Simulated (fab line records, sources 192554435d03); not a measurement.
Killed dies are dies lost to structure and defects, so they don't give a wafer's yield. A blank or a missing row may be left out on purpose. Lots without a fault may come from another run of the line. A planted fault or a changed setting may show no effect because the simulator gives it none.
Which tool did it? | flow n5_finfet | 11 lots, 32 wafers sampled, at 5 steps of a route of 1938

WHAT THE GAUGES READ, wafer by wafer
N5_BEOL_M3_OCD_MEAS_38. Usual: trench_depth_nm 55.5 nm, standard deviation 1.5.
lot  | measured     | on     | trench_depth_nm (nm) | flag
L379 | day 7 11:28  | ocd-02 | 52.8 53.3 53.6       |
L380 | day 7 17:08  | ocd-01 | 57.5 55.2 54.5       |
L383 | day 8 21:47  | ocd-01 | 54.3 58.7 55.1       |
L386 | day 9 01:06  | ocd-02 | 55.1 56.4 54.4       |
L385 | day 9 04:20  | ocd-02 | 54.3 55.3 55.3       |
L387 | day 9 04:41  | ocd-02 | 54.3 58.7 55.6       |
L388 | day 9 11:00  | ocd-01 | 55.4 54.8 52.1       |
L398 | day 12 08:34 | ocd-02 | 54.2 54.7 54.7       |
L397 | day 12 09:13 | ocd-02 | 53.8 54.6            |
L402 | day 13 08:20 | ocd-01 | 55.0 57.3 55.6       |
L401 | day 13 10:23 | ocd-01 | 54.7 56.6 55.3       |

N5_BEOL_M4_RC_MEAS_101. Usual: DIBL_N 37.2 mV/V, standard deviation 2.5; DIBL_P 38 mV/V, standard deviation 3; IOFF_N 0.17 nA/um, standard deviation 0.044; IOFF_P 0.24 nA/um, standard deviation 0.059; ION_N 667 uA/um, standard deviation 13; ION_P 461 uA/um, standard deviation 7.9; SS_N 71.8 mV/dec, standard deviation 0.86; SS_P 73.6 mV/dec, standard deviation 0.92; VT_N 250 mV, standard deviation 4.1; VT_P -249 mV, standard deviation 3.9.
lot  | measured     | on        | DIBL_N (mV/V)  | DIBL_P (mV/V) | IOFF_N (nA/um) | IOFF_P (nA/um) | ION_N (uA/um) | ION_P (uA/um) | SS_N (mV/dec)  | SS_P (mV/dec)  | VT_N (mV)   | VT_P (mV)      | flag
L379 | day 8 07:10  | prober-01 | 39.1 36.4 34.9 | 38 37 35      | 0.18 0.15 0.12 | 0.21 0.22 0.18 | 668 665 660   | 455 457 452   | 71.8 71.4 71.3 | 73.7 73.9 73.1 | 252 250 252 | -252 -252 -254 |
L380 | day 8 10:58  | prober-01 | 36.9 36.7 39.7 | 38 37 41      | 0.17 0.15 0.22 | 0.23 0.21 0.31 | 685 656 682   | 466 460 468   | 72.0 71.8 73.0 | 73.9 72.6 74.0 | 250 252 245 | -247 -253 -243 |
L383 | day 9 11:36  | prober-02 | 34.7 39.1 39.5 | 33 39 41      | 0.10 0.18 0.21 | 0.17 0.26 0.29 | 654 679 683   | 462 463 467   | 71.3 71.7 72.2 | 72.4 73.6 74.7 | 255 247 244 | -251 -244 -244 |
L386 | day 9 15:33  | prober-02 | 37.6 36.2 38.3 | 37 36 38      | 0.18 0.15 0.20 | 0.23 0.22 0.26 | 676 660 675   | 461 458 473   | 71.5 71.5 71.7 | 73.5 73.6 73.7 | 248 253 246 | -251 -250 -249 |
L385 | day 9 22:03  | prober-01 | 30.9 34.6 34.8 | 31 35 35      | 0.08 0.12 0.13 | 0.13 0.18 0.18 | 630 668 656   | 442 462 452   | 70.1 70.9 70.5 | 71.6 72.9 73.3 | 263 254 252 | -256 -254 -253 |
L387 | day 10 00:31 | prober-02 | 38.5 37.5 37.5 | 38 37 36      | 0.18 0.15 0.16 | 0.27 0.23 0.22 | 677 658 670   | 480 460 459   | 71.3 71.7 71.0 | 73.6 73.5 73.3 | 249 252 247 | -244 -247 -246 |
L388 | day 10 06:31 | prober-02 | 38.5 37.0 39.3 | 41 38 41      | 0.19 0.17 0.20 | 0.27 0.23 0.28 | 672 666 677   | 464 463 466   | 72.4 71.6 72.4 | 74.5 73.1 74.2 | 252 249 250 | -248 -248 -246 |
L398 | day 12 23:52 | prober-01 | 35.6 36.4 34.8 | 36 38 36      | 0.15 0.16 0.13 | 0.21 0.24 0.21 | 666 681 660   | 459 469 453   | 71.2 71.0 71.4 | 72.4 72.7 72.3 | 251 251 254 | -251 -248 -252 |
L397 | day 13 02:37 | prober-02 | 37.6 34.0      | 39 35         | 0.16 0.11      | 0.26 0.18      | 663 640       | 467 450       | 72.2 70.7      | 73.7 73.1      | 252 259     | -246 -252      |
L402 | day 14 02:14 | prober-02 | 32.1 32.5 34.2 | 33 32 36      | 0.11 0.11 0.14 | 0.15 0.15 0.19 | 655 664 672   | 449 453 465   | 70.3 70.4 70.5 | 71.7 72.1 72.6 | 254 255 252 | -254 -256 -251 |
L401 | day 14 03:52 | prober-01 | 39.9 39.3 35.9 | 38 38 33      | 0.18 0.16 0.12 | 0.24 0.25 0.19 | 658 663 657   | 458 462 451   | 72.5 72.0 71.3 | 72.9 73.2 71.8 | 251 253 257 | -249 -246 -251 |

WHICH TOOL RAN EACH LOT (tool, then ch and the chambers of the sampled wafers, then the start)
lot  | N5_BEOL_M3_STRIP_97                           | N5_BEOL_M3_CVD_47                | N5_BEOL_M3_SPUTTER_48
L379 | rie_diel-05 ch 0,1, day 7 11:28 or earlier    | cvd_co-01 ch 1,2, day 7 12:35    | pvd_sputter-03, day 7 12:50
L380 | rie_diel-03 ch 0,1,2, day 7 17:08 or earlier  | cvd_co-01 ch 0,1, day 7 18:40    | pvd_sputter-02, day 7 19:46
L383 | rie_diel-01 ch 0,1,3, day 8 21:47 or earlier  | cvd_co-02 ch 0,1,2, day 8 23:56  | pvd_sputter-01, day 9 00:09
L386 | rie_diel-03 ch 1,2,3, day 9 01:06 or earlier  | cvd_co-01 ch 1,2, day 9 02:08    | pvd_sputter-01, day 9 02:19
L385 | rie_diel-03 ch 2,3, day 9 04:20 or earlier    | cvd_co-01 ch 0,1,2, day 9 05:08  | pvd_sputter-02, day 9 05:20
L387 | rie_diel-01 ch 0,1,3, day 9 04:41 or earlier  | cvd_co-01 ch 0,1, day 9 05:20    | pvd_sputter-01, day 9 05:31
L388 | rie_diel-05 ch 1,2, day 9 11:00 or earlier    | cvd_co-01 ch 0,1,2, day 9 12:10  | pvd_sputter-01, day 9 12:19
L398 | rie_diel-03 ch 1,2, day 12 08:34 or earlier   | cvd_co-01 ch 0,1,2, day 12 09:34 | pvd_sputter-01, day 12 09:47
L397 | rie_diel-01 ch 1, day 12 09:13 or earlier     | cvd_co-01 ch 0,1, day 12 10:49   | pvd_sputter-03, day 12 11:12
L402 | rie_diel-01 ch 0,2,3, day 13 08:20 or earlier | cvd_co-01 ch 0,1,2, day 13 10:01 | pvd_sputter-01, day 13 10:16
L401 | rie_diel-03 ch 0,3, day 13 10:23 or earlier   | cvd_co-01 ch 0,1,2, day 13 13:27 | pvd_sputter-01, day 13 13:51
- N5_BEOL_M3_STRIP_97: strips in N2/H2, time 10 s.
- N5_BEOL_M3_CVD_47: deposits Co from CCTBA/H2, target thk 3 nm, time 223.8 s.
- N5_BEOL_M3_SPUTTER_48: material Cu, target thk 4.5 nm, time 8.29 s.

WHAT THE TOOLS THEMSELVES READ (means of the sampled wafers that have a number; where no wafer has one, the mark that the record gives instead)
N5_BEOL_M3_STRIP_97. Usual: drypump_motor_current_A 5.8 A, standard deviation 0.47; oes_product_au 0.83 a.u., standard deviation 0.067; rf_vpp_V 59.3 V, standard deviation 0.92; showerhead_plenum_p_Torr 2.53 Torr, standard deviation 0.078; throttle_valve_pct 23.4 %, standard deviation 0.39.
lot  | tool        | drypump_motor_current_A (A) | oes_product_au (a.u.) | rf_vpp_V (V) | showerhead_plenum_p_Torr (Torr) | throttle_valve_pct (%) | flag
L379 | rie_diel-05 | 5.4                         | 0.70                  | 59.2         | 2.49                            | 23.5                   |
L380 | rie_diel-03 | 6.1                         | 0.80                  | 60.0         | 2.56                            | 23.6                   |
L383 | rie_diel-01 | 5.6                         | 0.87                  | 60.0         | 2.51                            | 23.2                   |
L386 | rie_diel-03 | 6.3                         | 0.81                  | 59.9         | 2.59                            | 23.4                   |
L385 | rie_diel-03 | 6.3                         | 0.85                  | 59.6         | 2.65                            | 23.5                   |
L387 | rie_diel-01 | 5.6                         | 0.87                  | 60.0         | 2.50                            | 23.2                   |
L388 | rie_diel-05 | 5.3                         | 0.79                  | 59.0         | 2.50                            | 23.5                   |
L398 | rie_diel-03 | 6.1                         | 0.75                  | 60.2         | 2.54                            | 23.3                   |
L397 | rie_diel-01 | 5.4                         | 0.83                  | 58.3         | 2.47                            | 22.8                   |
L402 | rie_diel-01 | 5.6                         | 0.84                  | 60.2         | 2.48                            | 23.4                   |
L401 | rie_diel-03 | 6.3                         | 0.83                  | 58.9         | 2.64                            | 23.9                   |

N5_BEOL_M3_CVD_47. Usual: run_length_s 246.7 s, standard deviation 0.58.
lot  | tool      | run_length_s (s) | flag
L379 | cvd_co-01 | 246.8            |
L380 | cvd_co-01 | 247.4            |
L383 | cvd_co-02 | 246.0            |
L386 | cvd_co-01 | 247.4            |
L385 | cvd_co-01 | 296.4            | OFF
L387 | cvd_co-01 | 272.3            | OFF
L388 | cvd_co-01 | 271.7            | OFF
L398 | cvd_co-01 | 247.0            |
L397 | cvd_co-01 | 246.9            |
L402 | cvd_co-01 | 246.9            |
L401 | cvd_co-01 | 246.7            |

N5_BEOL_M3_SPUTTER_48. Usual: chuck_sensor_temp_C -15.6 C, standard deviation 0.45; throttle_valve_pct 29.9 %, standard deviation 0.93.
lot  | tool           | chuck_sensor_temp_C (C) | throttle_valve_pct (%) | flag
L379 | pvd_sputter-03 | -15.7                   | 30.6                   |
L380 | pvd_sputter-02 | -15.6                   | 29.2                   |
L383 | pvd_sputter-01 | -15.7                   | 29.9                   |
L386 | pvd_sputter-01 | -15.7                   | 29.9                   |
L385 | pvd_sputter-02 | -15.3                   | 28.8                   |
L387 | pvd_sputter-01 | -15.6                   | 30.0                   |
L388 | pvd_sputter-01 | -15.4                   | 29.7                   |
L398 | pvd_sputter-01 | -15.7                   | 29.9                   |
L397 | pvd_sputter-03 | -15.6                   | 30.5                   |
L402 | pvd_sputter-01 | -15.7                   | 29.9                   |
L401 | pvd_sputter-01 | -15.9                   | 29.3                   |

THE ANSWER, worked out from the rows above alone
Rule: a lot is off if the mean of its wafers that have a number lies more than 3 standard deviations from the usual mean. A lot without any number at a reading at which 4 lots or more have one is off too. The other lots that the step has rows for count as sound. The gauges are gone through in route order, then the tools' own readings, and for those a lot's mean is taken as printed above. The first step at which some lot is off is used, and at that step the reading that is off furthest; a lot without a number counts as furthest.
Off: L385, L387, L388, at N5_BEOL_M3_CVD_47 (run_length_s).
A tool fits if, at that step or a process step before it, it ran every lot that is off, and no sound lot after the first of them. N5_BEOL_M3_STRIP_97 gives no start for some lots, so the hours and the order of its lots are those of N5_BEOL_M3_OCD_MEAS_38. None of those tried fits.

WHAT THE SIMULATOR HAD PUT IN
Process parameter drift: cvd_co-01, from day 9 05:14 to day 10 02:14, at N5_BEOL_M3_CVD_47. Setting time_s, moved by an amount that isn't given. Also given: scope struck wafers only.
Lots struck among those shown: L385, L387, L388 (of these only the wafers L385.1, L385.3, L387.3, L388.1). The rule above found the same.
